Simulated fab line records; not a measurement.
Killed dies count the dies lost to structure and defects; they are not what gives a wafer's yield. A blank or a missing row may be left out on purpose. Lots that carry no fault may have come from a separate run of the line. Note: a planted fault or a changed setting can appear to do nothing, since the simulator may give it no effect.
Chamber matching || flow nand harc || ald sin-01 running NHARC_P_GATE_ALD_36: 4 sister chambers
The step deposits SiNx, target thk 20 nm, pulse time 60 s, ald cycles 223. 4 wafers are shown with their chamber, then 8 later ones without.

## WAFERS WITH THEIR CHAMBER
{"wafer": "L083.4", "chamber": 3, "heater power w (W)": 888}
{"wafer": "L088.3", "chamber": 2, "heater power w (W)": 924}
{"wafer": "L088.6", "chamber": 0, "heater power w (W)": 890}
{"wafer": "L089.2", "chamber": 1, "heater power w (W)": 752}

## WAFERS WHOSE CHAMBER IS MISSING
{"wafer": "L089.4", "heater power w (W)": 886}
{"wafer": "L089.5", "heater power w (W)": 892}
{"wafer": "L092.4", "heater power w (W)": 806}
{"wafer": "L092.1", "heater power w (W)": 883}
{"wafer": "L092.6", "heater power w (W)": 848}
{"wafer": "L095.4", "heater power w (W)": 881}
{"wafer": "L095.3", "heater power w (W)": 765}
{"wafer": "L095.5", "heater power w (W)": 747}

## THE CHAMBER EACH PASSED THROUGH
{"wafer": "L089.4", "from the rows above": "can't be placed: 3 or 0 or 2", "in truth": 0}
{"wafer": "L089.5", "from the rows above": "can't be placed: 0 or 3 or 2", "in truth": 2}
{"wafer": "L092.4", "from the rows above": "can't be placed: 1 or 3 or 0", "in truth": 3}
{"wafer": "L092.1", "from the rows above": "can't be placed: 3 or 0 or 2", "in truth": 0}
{"wafer": "L092.6", "from the rows above": "can't be placed: 3 or 0 or 2", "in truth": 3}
{"wafer": "L095.4", "from the rows above": "can't be placed: 3 or 0 or 2", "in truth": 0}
{"wafer": "L095.3", "from the rows above": 1, "in truth": 1}
{"wafer": "L095.5", "from the rows above": 1, "in truth": 1}
Placed correctly: 2 of 8. These rows do not allow placing 6 (true chamber among the candidates in 6). Placed wrongly: 0.
How it was worked out, from the rows above alone: a wafer's distance from a chamber is the root of the sum, over the readings, of the square of ((its reading less the chamber's mean) divided by the reading's scatter). If the next closest chamber is less than 2 further off than the closest, the wafer can't be placed; otherwise it belongs to the closest. The mean given for a chamber averages the wafers shown for that chamber. The scatter: with one shown wafer a chamber, the root of the mean of the squares of how far each hidden wafer lies from its nearest shown one.
